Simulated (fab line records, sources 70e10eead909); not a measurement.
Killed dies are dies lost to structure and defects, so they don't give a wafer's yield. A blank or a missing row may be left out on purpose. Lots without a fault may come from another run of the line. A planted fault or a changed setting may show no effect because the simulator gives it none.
fab line records | flow nand_harc
record lots=12 wafers=36 last_day=25
route steps=1159 shown P_BONDPAD@376 HYBRID_BOND@1099 THIN_TSV@1124 END@1159
lots that met no fault: from a run of the same line without faults
start_h: hours from the record's first day to the start of the lot's first wafer shown | wait_h: hours since the lot's step before | " the same as in the row above | L1.1+2: a row that stands for several wafers | - no value, or no start given | * or withheld: withheld | < > ~ a bound
route shown NAME@n: a module of which the file shows steps, and the number in the route of the first | usual: mean/standard deviation of fault-free wafers | same: alike in all rows | chamber/n: place in a boat | sites: the reading at each site | _std_site: their standard deviation | _edge_site: outer sites' mean less inner sites' | radius_mm: how far each site lies from the wafer's centre | mask NAME#n: copy n | behind: the tool/chamber that last shaped the wafer | hold: why the lot was held/for how many hours/how that ended | device: the transistor (n, p or np) that didn't switch | end of line: the same wafers' tests at the end of the route | a step without rows: its recipe alone | killed: dies lost to structure and defects at the first sort, not the wafer's yield | map: a wafer's dies, x killed, . not, _ none there
set.NAME: the setting as run; set.NAME@STEP: as run at that earlier step | model.NAME: the simulator's own value behind a step, which no gauge read
steps of the route over a sample of lots; a table a step, a row a wafer
services: from which hour (start_h, from the record's first day; less than 0 if before it) a tool's chamber was out of use, for how many hours, and why
## steps
# step NHARC_P_BONDPAD_PVD_17
# recipe target_thk_a=50 bias_v=168.6 power_w=15000 chamber_pressure_pa=0.12 time_s=8.06 substrate_temp_c=50 material=TaN
# usual throttle_valve_pct=30.0/0.9
# columns lot.wafer tool chamber start_h wait_h throttle_valve_pct
L293.3 pvd_sputter-02 - 122.07 - 29.9
L293.5 " - " " 30.0
L293.6 " - " " 30.1
L294.2 pvd_sputter-03 - 139.87 - 29.8
L294.3 " - " " 30.9
L294.5 " - " " 29.7
L295.2 pvd_sputter-02 - 140.85 - 29.9
L295.6 " - " " 30.1
L295.5 " - " " 30.2
L296.2 pvd_sputter-03 - 141.88 - 30.1
L296.3 " - " " 31.0
L296.5 " - " " 29.6
L297.3 pvd_sputter-03 - 163.61 - 30.2
L297.2 " - " " 31.7
L297.6 " - " " 30.0
L298.4 pvd_sputter-02 - 164.32 - 28.1
L298.1 " - " " 29.8
L298.6 " - " " 30.3
L299.2 pvd_sputter-03 - 174.22 - 29.6
L299.4 " - " " 31.1
L299.5 " - " " 29.7
L300.1 pvd_sputter-03 - 178.96 - 29.8
L300.4 " - " " 31.1
L300.6 " - " " 30.3
L302.1 pvd_sputter-03 - 185.96 - 30.1
L302.2 " - " " 31.3
L302.5 " - " " 30.2
L309.4 pvd_sputter-03 - 228.59 - 30.0
L309.1 " - " " 31.8
L309.6 " - " " 30.2
L311.1 pvd_sputter-01 - 237.00 - 29.3
L311.4 " - " " 30.5
L311.3 " - " " 29.3
L315.1 pvd_sputter-01 - 260.14 - 29.3
L315.6 " - " " 29.2
L315.5 " - " " 30.5
# step NHARC_HYBRID_BOND_OVL_MEAS_05
# usual overlay_x_nm=0/33 overlay_y_nm=1/32
# columns lot.wafer tool chamber start_h wait_h overlay_x_nm overlay_y_nm
L293.3 overlay-02 - 422.88 0.4 68 -22
L293.5 " - " " -14 82
L293.6 " - " " 70 -79
L294.2 overlay-01 - 422.89 0.4 14 -40
L294.3 " - " " 34 -5
L294.5 " - " " -17 -68
L296.2 overlay-02 - 422.90 0.4 -7 59
L296.3 " - " " 18 -3
L296.5 " - " " -46 58
L295.2 overlay-01 - 431.53 0.4 35 -37
L295.5 " - " " 9 31
L295.6 " - " " 15 -14
L297.2 overlay-01 - 447.36 0.4 11 -10
L297.3 " - " " -22 22
L297.6 " - " " -38 -8
L298.1 overlay-02 - 459.46 0.4 4 0
L298.4 " - " " 18 -11
L298.6 " - " " -59 16
L300.1 overlay-01 - 476.78 0.4 24 5
L300.4 " - " " -3 18
L300.6 " - " " -75 -35
L302.1 overlay-02 - 476.80 0.4 -25 -2
L302.2 " - " " 7 -24
L302.5 " - " " -40 15
L299.2 overlay-01 - 476.80 0.4 24 10
L299.4 " - " " -11 52
L299.5 " - " " -68 37
L309.1 overlay-01 - 510.51 0.4 -18 55
L309.4 " - " " 15 -5
L309.6 " - " " -20 19
L311.1 overlay-02 - 537.82 0.4 -72 -49
L311.3 " - " " -36 30
L311.4 " - " " -6 35
L315.1 overlay-01 - 567.20 0.4 -24 -16
L315.5 " - " " -1 -25
L315.6 " - " " 41 42
# step NHARC_THIN_TSV_DEP_47
# recipe target_thk_a=2000 temp_c=withheld pressure_torr=6.5 rf_w=900 teos_flow_sccm=161.4 flow_sccm=2650 target_thk_nm=200 gas=O2 material=SiO2
# usual showerhead_vpp_V=1829/78 throttle_valve_pct=15.9/0.54
# columns lot.wafer tool chamber start_h wait_h showerhead_vpp_V throttle_valve_pct
L293.3 pecvd-03 1 428.80 - 1825 16.4
L293.6 " 2 " " 1834 16.8
L293.5 " 1 " " 1807 16.3
L294.3 pecvd-02 1 431.12 - 1776 16.1
L294.2 " 0 " " 1853 15.4
L294.5 " 0 " " 1872 15.4
L296.3 pecvd-03 0 432.34 - 1748 16.5
L296.2 " 2 " " 1795 16.9
L296.5 " 2 " " 1804 16.9
L295.2 pecvd-01 0 436.07 - 1806 16.5
L295.6 " 1 " " 1848 15.0
L295.5 " 0 " " 1776 16.3
L297.3 pecvd-01 1 452.43 - 1825 15.0
L297.2 " 2 " " 1731 16.1
L297.6 " 0 " " 1821 16.5
L298.1 pecvd-01 0 464.16 - 1786 16.3
L298.4 " 1 " " 1837 15.0
L298.6 " 0 " " 1824 16.4
L300.1 pecvd-02 1 481.40 - 1797 16.0
L300.6 " 1 " " 1775 16.1
L300.4 " 2 " " 1961 15.5
L302.2 pecvd-02 2 482.79 - 1942 15.6
L302.1 " 1 " " 1755 16.1
L302.5 " 2 " " 1991 15.6
L299.2 pecvd-01 1 483.85 - 1837 14.7
L299.4 " 0 " " 1799 16.6
L299.5 " 2 " " 1726 16.2
L309.1 pecvd-01 1 515.68 - 1861 15.2
L309.6 " 1 " " 1833 15.1
L309.4 " 2 " " 1683 16.1
L311.3 pecvd-02 2 543.82 - 1995 15.4
L311.1 " 1 " " 1809 16.8
L311.4 " 1 " " 1758 16.4
L315.1 pecvd-01 2 571.78 - 1739 16.3
L315.6 " 1 " " 1813 15.4
L315.5 " 2 " " 1689 15.9
# step NHARC_THIN_TSV_ETCH_59
# recipe target_depth_a=8800 icp_w=900 bias_w=100 Cl2_flow_sccm=60 bcl3_flow_sccm=30 time_s=138.1 chemistry=Cl2/BCl3
# usual bcl3_flow_sccm=30.01/0.08 drypump_motor_current_A=5.5/0.4 oes_product_au=1.000/0.0076 throttle_valve_pct=22.264/0.0097
# columns lot.wafer tool chamber start_h wait_h bcl3_flow_sccm drypump_motor_current_A oes_product_au rf_hours_counter_h throttle_valve_pct
L293.3 rie_metal-03 1 433.26 0.2 30.01 5.0 0.994 - 22.270
L293.6 " 1 " " 29.94 5.0 0.999 - 22.252
L293.5 " 0 " " 30.03 6.1 1.010 - 22.267
L294.2 rie_metal-02 1 435.71 0.1 30.04 5.1 1.007 1.4 22.251
L294.3 " 0 " " 29.96 5.4 1.006 - 22.255
L294.5 " 0 " " 29.99 5.4 1.007 - 22.274
L296.2 rie_metal-03 0 436.93 0.1 30.19 6.0 1.000 4.7 22.270
L296.3 " 1 " " 29.88 5.0 0.987 - 22.275
L296.5 " 1 " " 30.02 5.0 0.997 - 22.269
L295.2 rie_metal-02 1 440.37 0.1 30.09 5.1 1.006 1.6 22.258
L295.6 " 0 " " 30.07 5.4 1.018 - 22.272
L295.5 " 1 " " 30.08 5.1 1.002 - 22.248
L297.2 rie_metal-02 0 456.85 0.1 30.01 5.4 1.002 1.9 22.262
L297.3 " 0 " " 30.06 5.5 1.006 - 22.249
L297.6 " 1 " " 30.07 5.1 0.994 - 22.276
L298.1 rie_metal-02 1 468.49 0.1 29.89 5.1 1.003 2.4 22.252
L298.4 " 0 " " 30.03 5.4 1.003 - 22.258
L298.6 " 1 " " 29.88 5.1 1.004 - 22.263
L300.1 rie_metal-02 0 485.91 0.1 30.04 5.4 1.014 3.3 22.263
L300.4 " 0 " " 30.02 5.4 1.003 - 22.259
L300.6 " 0 " " 30.08 5.4 1.003 - 22.253
L302.2 rie_metal-03 1 487.34 0.1 29.90 5.0 0.994 0.1 22.267
L302.1 " 0 " " 30.00 6.0 0.989 0.1 22.267
L302.5 " 0 " " 30.11 6.0 0.989 - 22.272
L299.2 rie_metal-02 0 488.11 0.1 29.96 5.4 1.004 - 22.254
L299.4 " 0 " " 30.03 5.4 1.005 - 22.265
L299.5 " 0 " " 29.84 5.4 1.003 - 22.253
L309.1 rie_metal-01 1 520.94 0.1 30.04 5.3 0.998 0.0 22.257
L309.4 " 0 " " 29.96 5.9 0.999 - 22.277
L309.6 " 1 " " 30.10 5.3 1.005 - 22.274
L311.1 rie_metal-01 0 548.82 0.1 30.15 5.9 1.003 1.0 22.274
L311.3 " 1 " " 30.11 5.3 0.998 - 22.276
L311.4 " 0 " " 30.04 5.8 1.017 - 22.272
L315.1 rie_metal-03 0 576.10 0.1 29.95 6.0 1.000 3.1 22.287
L315.5 " 0 " " 30.04 6.0 0.987 - 22.264
L315.6 " 1 " " 29.91 5.0 1.000 - 22.245
# step NHARC_END_SORT_01
# recipe temp_c=25
# usual defect_limited_yield=95.2/1.4 killed_at_array=28/8.9 killed_at_other=0.8/1.2 killed_at_periphery=3.3/2.3 killed_dies=32/9.4 killed_open=3.2/1.8 killed_short=1.9/1.4 sort_bin_2_pct=1.4/0.56 sort_bin_3_pct=0.26/0.21 sort_bin_4_pct=3.1/1 sort_n_pass=645/9.4 sort_rim_yield_pct=95.7/2.4 sort_yield_pct=95.2/1.4
# same gross_dies=677 sort_bin_5_pct[%]=0 sort_bin_6_pct[%]=0 sort_bin_7_pct[%]=0 sort_bin_8_pct[%]=0 sort_rim_n_gross=106.00
# columns lot.wafer tool chamber start_h wait_h defect_limited_yield[%] killed_at_array killed_at_other killed_at_periphery killed_dies killed_open killed_short sort_bin_2_pct[%] sort_bin_3_pct[%] sort_bin_4_pct[%] sort_n_pass sort_rim_yield_pct[%] sort_yield_pct[%]
L298.1 prober-01 0 477.08 2.5 96.9 20 0 1 21 1 1 1.0 0.15 1.9 656 100.0 96.9
L298.4 prober-01 0 479.45 3.4 97.2 16 1 2 19 1 2 0.6 0.44 1.8 658 98.1 97.2
L298.6 prober-01 0 481.03 4.0 96.8 20 0 2 22 2 2 1.0 0.15 2.1 655 94.3 96.8
L300.1 prober-02 0 494.77 2.5 96.0 23 0 4 27 2 5 1.5 0.15 2.4 650 98.1 96.0
L300.4 prober-02 0 497.17 3.4 94.8 28 0 7 35 5 2 1.8 0.15 3.2 642 99.1 94.8
L300.6 prober-02 0 498.78 4.0 97.0 17 0 3 20 5 0 0.9 0.15 1.9 657 96.2 97.0
L309.1 prober-01 0 533.03 2.5 78.9 35 4 104 143 5 0 7.8 4.73 8.6 534 91.5 78.9
L309.4 prober-01 0 535.45 3.4 93.6 32 3 8 43 3 2 1.8 0.44 4.1 634 94.3 93.6
L309.6 prober-01 0 537.07 4.0 94.4 26 5 7 38 1 3 0.9 0.30 4.4 639 90.6 94.4
# killed by level:class
L298.1 A_CHANNEL_HOLE_D1:chamber_film_flake=6 A_SLIT:chamber_film_flake=6 A_CONTACT:chamber_film_flake=5 A_CONTACT:geometric_particle:open=1 A_M1:geometric_particle:short=1 P_ZERO_WELL:chamber_film_flake=1 A_STAIRCASE:chamber_film_flake=1
L298.4 A_SLIT:chamber_film_flake=10 A_CONTACT:chamber_film_flake=2 A_BLC:geometric_particle:open=1 A_BONDPAD:geometric_particle:short=1 P_ZERO_WELL:chamber_film_flake=1 P_GATE:chamber_film_flake=1 STARTING-WAFER:geometric_particle:short=1 A_ZERO_WELL:chamber_film_flake=1
L298.6 A_SLIT:chamber_film_flake=8 A_CONTACT:chamber_film_flake=3 P_ZERO_WELL:chamber_film_flake=2 A_CHANNEL_HOLE_D1:chamber_film_flake=2 A_ONON_D1:geometric_particle:short=1 A_CHANNEL_HOLE_D1:geometric_particle:open=1 A_WL_FILL:geometric_particle:short=1 A_M0:geometric_particle:open=1
L300.1 A_CHANNEL_HOLE_D1:chamber_film_flake=17 P_GATE:geometric_particle:short=1 P_CONTACT:geometric_particle:open=1 A_ONON_D1:geometric_particle:short=1 A_CHANNEL_HOLE_D1:geometric_particle:short=1 A_CHANNEL_FILL_D1:geometric_particle:short=1 A_WL_FILL:geometric_particle:short=1 A_WL_FILL:geometric_particle:open=1
L300.4 A_CHANNEL_HOLE_D1:chamber_film_flake=17 A_STAIRCASE:chamber_film_flake=3 P_CONTACT:geometric_particle:short=2 A_CONTACT:geometric_particle:open=2 A_CONTACT:chamber_film_flake=2 P_M0:geometric_particle:open=1 A_ONON_D1:geometric_particle:open=1 A_WL_FILL:geometric_particle:open=1
L300.6 A_CHANNEL_HOLE_D1:chamber_film_flake=10 P_STI:geometric_particle:open=1 A_CHANNEL_HOLE_D1:geometric_particle:open=1 A_CHANNEL_FILL_D1:geometric_particle:open=1 A_WL_FILL:geometric_particle:open=1 A_CONTACT:geometric_particle:open=1 P_ZERO_WELL:chamber_film_flake=1 P_M0:chamber_film_flake=1
L309.1 P_BONDPAD:unspecified=95 A_CHANNEL_HOLE_D1:chamber_film_flake=25 P_GATE:chamber_film_flake=6 THIN_TSV:chamber_film_flake=4 A_CONTACT:geometric_particle:open=3 A_CONTACT:chamber_film_flake=3 P_ZERO_WELL:chamber_film_flake=2 A_SOURCE_PLATE:geometric_particle:open=1
L309.4 A_CHANNEL_HOLE_D1:chamber_film_flake=17 P_GATE:chamber_film_flake=7 A_STAIRCASE:chamber_film_flake=7 A_CONTACT:chamber_film_flake=4 THIN_TSV:chamber_film_flake=3 P_ZERO_WELL:geometric_particle:open=1 A_CHANNEL_HOLE_D1:geometric_particle:short=1 A_CHANNEL_FILL_D1:geometric_particle:open=1
L309.6 A_CHANNEL_HOLE_D1:chamber_film_flake=17 P_GATE:chamber_film_flake=6 THIN_TSV:chamber_film_flake=5 A_STAIRCASE:chamber_film_flake=4 A_CONTACT:chamber_film_flake=2 P_M0:geometric_particle:short=1 A_CONTACT:geometric_particle:short=1 A_CONTACT:geometric_particle:open=1
## services
# columns tool chamber start_h hours kind
rie_metal-03 - 99.00 9.0 pm
pvd_sputter-03 - 102.00 10.0 pm
pecvd-02 2 150.86 4.2 repair
pecvd-01 - 152.58 4.9 repair
pecvd-02 - 153.97 13.0 pm
pecvd-01 0 191.02 3.6 repair
rie_metal-02 - 211.00 9.0 pm
pecvd-01 - 216.68 0.8 repair
pecvd-01 - 237.00 13.0 pm
rie_metal-02 0 266.28 13.6 repair
pvd_sputter-03 - 268.50 5.1 repair
rie_metal-03 - 276.00 9.0 pm
pvd_sputter-03 - 280.00 10.0 pm
pecvd-02 - 283.94 0.8 repair
pecvd-02 - 334.97 13.0 pm
pvd_sputter-03 - 339.68 4.1 repair
rie_metal-02 - 388.00 9.0 pm
pecvd-01 - 418.00 13.0 pm
pvd_sputter-03 - 424.30 1.7 repair
rie_metal-02 0 427.10 5.1 repair
pvd_sputter-03 - 458.00 10.0 pm
rie_metal-02 1 470.36 22.9 repair
pvd_sputter-03 - 540.27 10.6 repair
rie_metal-02 - 565.00 9.0 pm
## key
first_sign step=NHARC_END_SORT_01 reading=killed_at_periphery direction=up sigmas=44 usual=3.3 struck=104
effect step=NHARC_END_SORT_01 reading=defect_limited_yield direction=down sigmas=12 usual=95.2 struck=78.9
more_kills_born_at NHARC_P_BONDPAD_PVD_17@pvd_sputter-03=95
met_at NHARC_P_BONDPAD_PVD_17
struck_lots L309
struck_wafers L309.1
not_acting_at NHARC_HYBRID_BOND_OVL_MEAS_05,NHARC_THIN_TSV_DEP_47,NHARC_THIN_TSV_ETCH_59
onset_between 163.61 228.59
fault kind=chamber_particle_source tool=pvd_sputter-03 chamber=- onset_h=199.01 steps=NHARC_P_BONDPAD_PVD_17 rate_per_visit_cm2=1.2819 scope=struck_wafers_only
